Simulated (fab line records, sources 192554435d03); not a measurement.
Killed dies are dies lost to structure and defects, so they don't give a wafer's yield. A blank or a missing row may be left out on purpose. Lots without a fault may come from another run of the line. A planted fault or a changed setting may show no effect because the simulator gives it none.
Which tool did it? | flow n5_finfet | 12 lots, 34 wafers sampled, at 4 steps of a route of 1938

WHAT THE GAUGES READ, wafer by wafer
N5_MIM_BOT_LITHO_OVL_MEAS_11. Usual: MIM_BOT_OVL 4 nm, standard deviation 5.2.
lot  | measured     | on         | MIM_BOT_OVL (nm) | flag
L115 | day 10 22:56 | overlay-01 | 9 6 1            |
L118 | day 11 22:08 | overlay-02 | -5 -1 -6         |
L117 | day 12 03:36 | overlay-02 | 3 4 7            |
L120 | day 13 10:37 | overlay-02 | 8 -1 -3          |
L123 | day 13 18:41 | overlay-02 | 4 7 8            |
L125 | day 14 06:03 | overlay-02 | 10 3 7           |
L128 | day 15 06:24 | overlay-02 | 11 5 4           |
L130 | day 15 14:52 | overlay-02 | 14 18 10         |
L131 | day 15 18:05 | overlay-02 | 3 -1             |
L136 | day 17 05:25 | overlay-02 | 0 8              |
L137 | day 17 21:14 | overlay-02 | 0 -3 -1          |
L138 | day 17 21:23 | overlay-02 | 2 8 4            |

N5_PASSIVATION_OVL_MEAS_63. Usual: PAD_OVL 0 nm, standard deviation 5.
lot  | measured     | on         | PAD_OVL (nm) | flag
L115 | day 11 03:04 | overlay-01 | 0 -5 1       |
L118 | day 12 01:22 | overlay-02 | 1 -2 -6      |
L117 | day 12 08:07 | overlay-01 | 6 9 10       |
L120 | day 13 15:12 | overlay-01 | 1 -7 1       |
L123 | day 13 22:34 | overlay-01 | 9 10 0       |
L125 | day 14 09:42 | overlay-02 | -6 3 -1      |
L128 | day 15 12:33 | overlay-02 | 2 1 8        |
L130 | day 15 18:08 | overlay-01 | -1 3 9       |
L131 | day 15 22:28 | overlay-02 | -3 9         |
L136 | day 17 08:58 | overlay-02 | 7 3          |
L137 | day 18 01:46 | overlay-01 | 5 6 -2       |
L138 | day 18 02:43 | overlay-01 | -1 -7 -7     |

WHICH TOOL RAN EACH LOT (tool, then ch and the chambers of the sampled wafers, then the start)
lot  | N5_BEOL_M15_STRIP_36               | N5_MIM_TOP_ETCH_PECVD_03
L115 | rie_diel-05 ch 0,2,3, day 10 16:15 | pecvd-01 ch 0,1,2, day 10 22:34
L118 | rie_diel-04 ch 0,1,2, day 11 14:53 | pecvd-03 ch 0,2, day 11 21:44
L117 | rie_diel-04 ch 0,2,3, day 11 18:28 | pecvd-02 ch 1,2, day 12 03:05
L120 | rie_diel-04 ch 0,1,3, day 13 05:35 | pecvd-01 ch 0,1, day 13 10:06
L123 | rie_diel-04 ch 0,3, day 13 11:41   | pecvd-03 ch 0,1,2, day 13 18:11
L125 | rie_diel-04 ch 2,3, day 13 21:34   | pecvd-01 ch 1,2, day 14 05:40
L128 | rie_diel-05 ch 0,3, day 15 00:49   | pecvd-01 ch 0,1,2, day 15 05:53
L130 | rie_diel-03 ch 0,2,3, day 15 07:40 | pecvd-03 ch 0,1, day 15 14:22
L131 | rie_diel-03 ch 2, day 15 10:29     | pecvd-03 ch 0, day 15 17:35
L136 | rie_diel-05 ch 1,2, day 16 23:44   | pecvd-03 ch 0, day 17 05:01
L137 | rie_diel-04 ch 1,2, day 17 11:37   | pecvd-01 ch 0,1,2, day 17 20:42
L138 | rie_diel-03 ch 0,2, day 17 12:35   | pecvd-01 ch 0,2, day 17 20:53
- N5_BEOL_M15_STRIP_36: strips in O2.
- N5_MIM_TOP_ETCH_PECVD_03: deposits SiNx from SiH4/NH3/N2, target thk 20 nm, time 17.6 s.

WHAT THE TOOLS THEMSELVES READ (means of the sampled wafers that have a number; where no wafer has one, the mark that the record gives instead)
N5_BEOL_M15_STRIP_36. Usual: drypump_motor_current_A 5.6 A, standard deviation 0.53; oes_product_au 0.82 a.u., standard deviation 0.1; rf_vpp_V 3.6 V, standard deviation 0.97; showerhead_plenum_p_Torr 2.09 Torr, standard deviation 0.081; throttle_valve_pct 16.56 %, standard deviation 0.28.
lot  | tool        | drypump_motor_current_A (A) | oes_product_au (a.u.) | rf_vpp_V (V) | showerhead_plenum_p_Torr (Torr) | throttle_valve_pct (%) | flag
L115 | rie_diel-05 | 5.4                         | 0.82                  | 3.2          | 2.10                            | 16.17                  |
L118 | rie_diel-04 | 5.5                         | 0.69                  | 3.1          | 2.02                            | 16.80                  |
L117 | rie_diel-04 | 5.8                         | 0.71                  | 3.6          | 2.02                            | 16.80                  |
L120 | rie_diel-04 | 5.4                         | 0.70                  | 3.4          | 2.00                            | 16.72                  |
L123 | rie_diel-04 | 5.7                         | 0.71                  | 4.4          | 2.00                            | 16.75                  |
L125 | rie_diel-04 | 6.2                         | 0.92                  | 3.8          | 2.05                            | 16.68                  |
L128 | rie_diel-05 | 5.4                         | 0.83                  | 4.3          | 2.08                            | 16.12                  |
L130 | rie_diel-03 | 5.9                         | 0.83                  | 3.0          | 2.10                            | 16.67                  |
L131 | rie_diel-03 | 6.6                         | 0.72                  | 3.6          | 2.18                            | 16.76                  |
L136 | rie_diel-05 | 5.8                         | 0.89                  | 2.5          | 2.19                            | 16.23                  |
L137 | rie_diel-04 | 5.9                         | 0.81                  | 5.3          | 2.04                            | 16.72                  |
L138 | rie_diel-03 | 6.3                         | 0.76                  | 4.5          | 2.13                            | 16.74                  |

N5_MIM_TOP_ETCH_PECVD_03. Usual: heater_power_w 722 W, standard deviation 99; showerhead_plenum_p_Torr 5.16 Torr, standard deviation 0.074; throttle_valve_pct 41 %, standard deviation 3.2.
lot  | tool     | heater_power_w (W) | showerhead_plenum_p_Torr (Torr) | throttle_valve_pct (%) | flag
L115 | pecvd-01 | 693                | 5.22                            | 43                     |
L118 | pecvd-03 | 776                | 5.11                            | 43                     |
L117 | pecvd-02 | 784                | 5.10                            | 40                     |
L120 | pecvd-01 | 732                | 5.26                            | 45                     |
L123 | pecvd-03 | 723                | 5.13                            | 40                     |
L125 | pecvd-01 | 702                | 5.16                            | 41                     |
L128 | pecvd-01 | 736                | 5.22                            | 43                     |
L130 | pecvd-03 | 642                | 5.14                            | 42                     |
L131 | pecvd-03 | 692                | 5.12                            | 45                     |
L136 | pecvd-03 | 700                | 5.13                            | 45                     |
L137 | pecvd-01 | 688                | 5.22                            | 43                     |
L138 | pecvd-01 | 708                | 5.28                            | 46                     |

THE ANSWER, worked out from the rows above alone
Rule: a lot is off if the mean of its wafers that have a number lies more than 3 standard deviations from the usual mean. A lot without any number at a reading at which 4 lots or more have one is off too. The other lots that the step has rows for count as sound. The gauges are gone through in route order, then the tools' own readings, and for those a lot's mean is taken as printed above. The first step at which some lot is off is used, and at that step the reading that is off furthest; a lot without a number counts as furthest.
No lot is off at any reading shown: from this, nothing can be told.

WHAT THE SIMULATOR HAD PUT IN
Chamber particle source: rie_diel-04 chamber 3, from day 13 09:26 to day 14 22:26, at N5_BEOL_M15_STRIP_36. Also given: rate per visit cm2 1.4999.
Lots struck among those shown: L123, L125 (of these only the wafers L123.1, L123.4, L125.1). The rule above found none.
